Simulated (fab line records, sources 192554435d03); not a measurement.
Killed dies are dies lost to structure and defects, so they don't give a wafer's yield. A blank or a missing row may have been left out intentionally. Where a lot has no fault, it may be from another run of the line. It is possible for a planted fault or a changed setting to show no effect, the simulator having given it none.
Chamber matching	flow n5-finfet	rie-diel-06 running N5_BEOL_M9_ETCH_65: 4 sister chambers
The step etches SiARC in CF4, target depth 15.6 nm, time 26 s. 4 wafers are shown with their chamber, then 12 later ones without.

## WAFERS PAIRED WITH THEIR CHAMBERS
wafer	chamber	showerhead-plenum-p-Torr (Torr)
L080.5	1	2.11
L087.6	0	2.19
L090.2	3	2.17
L090.6	2	2.15

## WAFERS WHOSE CHAMBER IS MISSING
wafer	showerhead-plenum-p-Torr (Torr)
L088.2	2.15
L088.4	2.18
L088.6	2.15
L089.2	2.17
L089.3	2.18
L089.6	2.11
L092.3	2.11
L092.4	2.18
L092.6	2.18
L094.1	2.10
L094.5	2.15
L094.6	2.10

## WHICH CHAMBER EACH WENT THROUGH
wafer	from the rows above	in truth
L088.2	2	2
L088.4	can't be placed: 0 or 3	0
L088.6	2	2
L089.2	3	3
L089.3	can't be placed: 0 or 3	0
L089.6	1	1
L092.3	1	1
L092.4	can't be placed: 0 or 3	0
L092.6	can't be placed: 0 or 3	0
L094.1	1	1
L094.5	2	2
L094.6	1	1
Correctly placed: 8 of 12. Not placeable from these rows: 4 (in 4, the candidates include the true chamber). Placed wrongly: 0.
How it was worked out, from the rows above alone: a wafer's distance from a chamber is the root of the sum, over the readings, of the square of ((its reading less the chamber's mean) divided by the reading's scatter). The wafer belongs to the nearest chamber; if the next one is less than 2 further off, it can't be placed. Each chamber's mean is taken over the wafers shown for it. The scatter: root of mean squared gap, hidden wafer to nearest shown wafer, with one shown wafer a chamber.
